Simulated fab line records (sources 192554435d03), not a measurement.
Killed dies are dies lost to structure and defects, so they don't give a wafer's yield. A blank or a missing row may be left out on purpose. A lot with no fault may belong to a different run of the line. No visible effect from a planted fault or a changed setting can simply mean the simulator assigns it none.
A lot that was struck, set against a sound lot ; flow n5_finfet ; 21 steps out of a route of 1938
Sound: the wafers L511.2, L511.4, L511.6. Wafers struck: L523.3, L523.4, L523.6. The cause comes at the end.
Each step with rows lists, per side, the tool, then ch with its chambers, then its first start. Under that, the readings that differ: sound wafers ; struck wafers ; difference of the means ; sigmas: that difference in standard deviations of wafers without a fault.
alike: same words and numbers on both sides, and readings whose means sit less than 2 such deviations apart. not compared: any withheld reading, any reading some wafer has no value for, any bound like >300 that may hide the same value, and any number with overlapping values for which the record gives no deviation.
A row with sigmas, a row that says differs or no value, or rows on one side alone: a step with any of these is where the two part. Non-overlapping numbers with no deviation appear without sigmas and do not part them. A reading that every wafer of one side lacks parts them only if that side has two wafers or more.

N5_STI_FIN_REVEAL_ETCHBACK_08: etches SiO2 in C4F6/O2, target depth 30.5 nm, time 10.167 s.
  sound on rie_diel-02 ch 0,2, day 3 22:33; struck on rie_diel-02 ch 0,2,3, day 7 00:20
  alike: bias_w, drypump_motor_current_A, oes_product_au, rf_vpp_V, showerhead_plenum_p_Torr, throttle_valve_pct
  not compared: rf_hours_counter_h
N5_STI_FIN_REVEAL_STRIP_24: strips in N2/H2, time 90 s.
  sound on rie_diel-02 ch 0,2, day 3 22:35; struck on rie_diel-02 ch 0,2,3, day 7 00:22
  alike: bias_power_w, chamber_pressure_mTorr, drypump_motor_current_A, oes_product_au, rf_vpp_V, showerhead_plenum_p_Torr, throttle_valve_pct
  not compared: rf_hours_counter_h
then, 4 steps without rows for these wafers: N5_STI_FIN_REVEAL_PRECLEAN_25 (cleans in SPM, time 90 s); N5_STI_FIN_REVEAL_PRECLEAN_26 (cleans in SC1, time 45 s); N5_STI_FIN_REVEAL_PRECLEAN_29 (cleans in DHF, time 30 s); N5_STI_FIN_REVEAL_SRD_12 (time 30 s).
N5_STI_FIN_REVEAL_RECESS_09: chemistry HF/NH3, target SiO2, afs cycles 11, target depth 42.5 nm, sublimation time 60 s.
  sound on vapor_etch-02 ch 0, day 3 22:48; struck on vapor_etch-02 ch 0,1, day 7 01:07
  alike: drypump_motor_current_A
then, 2 steps without rows for these wafers: N5_STI_FIN_REVEAL_STRIP_16 (strips SiNx in H3PO4, target depth 23.8 nm); N5_STI_FIN_REVEAL_PRECLEAN_17 (cleans in NF3:NH3, afs cycles 1, time 20 s, sublimation time 60 s).
N5_STI_FIN_REVEAL_ETCH_34: etches Si in H2, material Si, target depth 0.97 nm.
  sound on rie_si-02 ch 1,2,3, day 4 00:53; struck on rie_si-03 ch 0,1,3, day 7 02:41
  alike: drypump_motor_current_A, he_backside_leak_sccm, oes_product_au, throttle_valve_pct
  not compared: rf_hours_counter_h
then, 2 steps without rows for these wafers: N5_STI_FIN_REVEAL_OXIDATION_31 (chemistry O2 PLASMA REMOTE, time 20 s); N5_STI_FIN_REVEAL_PRECLEAN_32 (cleans in NF3:NH3, afs cycles 1, time 20 s, sublimation time 60 s).
N5_STI_FIN_REVEAL_STRIP_35: strips Si3N4 in H3PO4, target depth 4 nm, time 39 s.
  sound on wet_bench-06 ch 2,3,5, day 4 01:14; struck on wet_bench-02 ch 4,5,6, day 7 03:02
  no value came back on the struck wafers for bath_guard_temp_C (C), bath_heat_duty_pct (%), time_s (s); on the sound wafers bath_guard_temp_C (C) reads 164.8 164.6 164.7
reading;sound;struck;difference;sigmas
model.Si_of_PMOS_HMC_CHANNEL_EPI_EPI_26.thk_nm (nm);2.6 2.6 2.6;3 3 3;+0;
then, 1 step without rows for these wafers: N5_STI_FIN_REVEAL_SRD_21 (time 30 s).
N5_STI_FIN_REVEAL_OXIDATION_33: chemistry O2 PLASMA REMOTE, time 20 s.
  sound on plasma_asher-01 ch 0, day 4 01:18; struck on plasma_asher-01 ch 0,1, day 7 03:07
  alike: drypump_motor_current_A, heater_power_w
  not compared: rf_hours_counter_h
N5_STI_FIN_REVEAL_CLEAN_19: cleans in O3/DIW, time 120 s.
  sound on wet_bench-02 ch 0,1,3, day 4 01:23; struck on wet_bench-06 ch 4,5,7, day 7 03:11
reading;sound;struck;difference;sigmas
model.Si_of_PMOS_HMC_CHANNEL_EPI_EPI_26.thk_nm (nm);2.4 2.4 2.4;2.8 2.8 2.8;+0.4;
then, 1 step without rows for these wafers: N5_STI_FIN_REVEAL_SRD_23 (time 30 s).
N5_STI_FIN_REVEAL_CD_MEAS_22: target cd 6.238 nm, pitch 28 nm.
  sound: cd_sem-01 at day 4 01:28; struck: cd_sem-03 at day 7 03:16
  alike: cd_nm
N5_STI_FIN_REVEAL_FIN_H_MEAS_10:
  sound: ocd-02 at day 4 01:29; struck: ocd-02 at day 7 03:17
reading;sound;struck;difference;sigmas
trench_depth_nm (nm);51.8 52.2 52.8;46.8 48.5 46.5;-5.0;-7
then, 1 step without rows for these wafers: N5_STI_FIN_REVEAL_PRECLEAN_18 (cleans in SC2, time 45 s).
-- a jump in the record: the struck wafers' starts before and after are 10 days apart (it breaks off in module STI_FIN_REVEAL and resumes in module PASSIVATION, where the first step shown is number 1936 of the route) --
N5_PASSIVATION_PROBE_49:
  sound: prober-01 at day 14 15:13; struck: prober-01 at day 17 12:07
  alike: killed_at_M0_to_M3, killed_at_M4_up, killed_at_contacts, killed_at_front_end, killed_at_other, killed_dies, killed_on_rim, killed_open, killed_short

WHERE THEY PART
At N5_STI_FIN_REVEAL_STRIP_35 first; at N5_STI_FIN_REVEAL_FIN_H_MEAS_10 last (within this record only). Later steps at which nothing parts them and some readings are alike: N5_PASSIVATION_PROBE_49.

WHY: whatever the simulator had introduced
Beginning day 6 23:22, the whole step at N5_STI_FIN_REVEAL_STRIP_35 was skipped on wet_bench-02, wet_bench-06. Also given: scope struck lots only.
